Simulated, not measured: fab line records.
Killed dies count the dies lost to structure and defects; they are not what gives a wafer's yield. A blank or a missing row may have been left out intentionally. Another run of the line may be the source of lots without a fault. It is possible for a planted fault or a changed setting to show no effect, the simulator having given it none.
Comparing a struck lot with a sound one | flow nandHarc | 15 steps out of a route of 1159
Sound: the wafers L592.1, L592.2, L592.4. The struck wafers were L590.2, L590.3, L590.5. The cause is named last.
At each step with rows: each side's tool, then ch and its chambers, then its first start. Under that, the readings that differ: sound wafers | struck wafers | difference of the means | sigmas: that difference in standard deviations of wafers without a fault.
alike: words and numbers the same on both sides, and readings whose means are apart by under 2 such deviations; not compared: readings that were withheld, readings missing a value for some wafer, numbers with overlapping values and no deviation given by the record, and bounds like >300 which may hide the same value.
A row with sigmas, a row that says differs or no value, or rows on one side alone: a step with any of these is where the two part. Non-overlapping numbers with no deviation appear without sigmas and do not part them. A reading that every wafer of one side lacks parts them only if that side has two wafers or more.

first, 2 steps without rows for these wafers: NHARC_A_CONTACT_PEB_67 (peb time 65 s); NHARC_A_CONTACT_DEVELOP_68 (develop time 35 s).
NHARC_A_CONTACT_CD_MEAS_69: target cd 200 nm.
  sound on cdSem-01 ch 0, day 22 02:37; struck on cdSem-01 ch 0, day 22 04:31
  alike: cdNm
NHARC_A_CONTACT_OVL_MEAS_70:
  sound: overlay-02 at day 22 02:43; struck: overlay-01 at day 22 04:36
  alike: overlayXNm, overlayYNm
NHARC_A_CONTACT_INSPECT_71:
  sound: defectInspect-02 at day 22 02:44; struck: defectInspect-02 at day 22 04:38
reading        | sound    | struck   | difference | sigmas
rawDefectCount | 23 10 17 | 57 70 55 | +44        | +3
then, 1 step without rows for these wafers: NHARC_A_CONTACT_DESCUM_74 (chemistry O2, time 3 s).
NHARC_A_CONTACT_ETCH_75: etches the open film in CF4, target depth 39 nm, time 65 s.
  sound on rieDiel-11 ch 0,1,3, day 22 02:53; struck on rieDiel-01 ch 0,2,3, day 22 04:47
  alike: biasW, cf4FlowSccm, drypumpMotorCurrentA, mfcArSccm, oesProductAu, rfVppV, showerheadPlenumPTorr, throttleValvePct
  not compared: rfHoursCounterH
NHARC_A_CONTACT_ETCH_76: etches the open film in N2/H2, target depth 260 nm, time 475.3 s.
  sound on rieDiel-11 ch 0,2,3; struck on rieDiel-01 ch 0,1
  alike: biasW, chamberPressureMTorr, drypumpMotorCurrentA, mfcArSccm, oesProductAu, rfVppV, showerheadPlenumPTorr, throttleValvePct
  not compared: rfHoursCounterH
NHARC_A_CONTACT_ETCH_77: etches the open film in CF4/CHF3, target depth 72.6 nm, time 36.3 s.
  sound on rieDiel-11 ch 0,2,3; struck on rieDiel-01 ch 2,3
  alike: biasW, cf4FlowSccm, drypumpMotorCurrentA, mfcArSccm, oesProductAu, rfVppV, showerheadPlenumPTorr, throttleValvePct
  not compared: rfHoursCounterH
NHARC_A_CONTACT_ETCH_78: etches the open film in O2/COS, target depth 2800 nm, time 728 s.
  sound on rieDiel-11 ch 0,1,2; struck on rieDiel-01 ch 1,2,3
  alike: biasW, chamberPressureMTorr, drypumpMotorCurrentA, mfcArSccm, oesProductAu, rfVppV, showerheadPlenumPTorr, throttleValvePct
  not compared: rfHoursCounterH
NHARC_A_CONTACT_ETCH_124: etches the open film in C4F8/O2/Ar, time 140 s, target depth 700 nm.
  sound on harCapEtch-02 ch 0,1, day 22 04:11; struck on harCapEtch-03 ch 0,1, day 22 05:51
  alike: chamberPressureMTorr, oesAirLineAu
  not compared: rfHoursCounterH
then, 1 step without rows for these wafers: NHARC_A_CONTACT_ETCH_125 (etches the open film in C4F8/O2/Ar, time 155 s, target depth 956 nm).
NHARC_A_CONTACT_ETCH_126: etches the open film in C4F8/O2/Ar, time 155 s, target depth 956 nm.
  sound on harCapEtch-02 ch 0,1, day 22 04:32; struck on harCapEtch-03 ch 0,1, day 22 06:11
  no value came back on the struck wafers for chamberPressureMTorr (mTorr), oesAirLineAu (a.u.); on the sound wafers chamberPressureMTorr (mTorr) reads 19.967 19.983 19.999
  not compared: rfHoursCounterH
then, 1 step without rows for these wafers: NHARC_A_CONTACT_ETCH_127 (etches the open film in C4F8/O2/Ar, time 155 s, target depth 956 nm).
-- the record jumps here: 3 days lie between the struck wafers' starts before and after (it left off in module A_CONTACT and takes up again in module END, whose first step shown is number 1159 of the route) --
NHARC_END_SORT_01:
  here the record holds rows for the struck wafers (prober-01 ch 0, day 24 21:04) but none for the sound ones

## WHERE THEY PART
At NHARC_A_CONTACT_INSPECT_71 first; at NHARC_END_SORT_01 last (within this record only).

WHY: what the simulator had put in
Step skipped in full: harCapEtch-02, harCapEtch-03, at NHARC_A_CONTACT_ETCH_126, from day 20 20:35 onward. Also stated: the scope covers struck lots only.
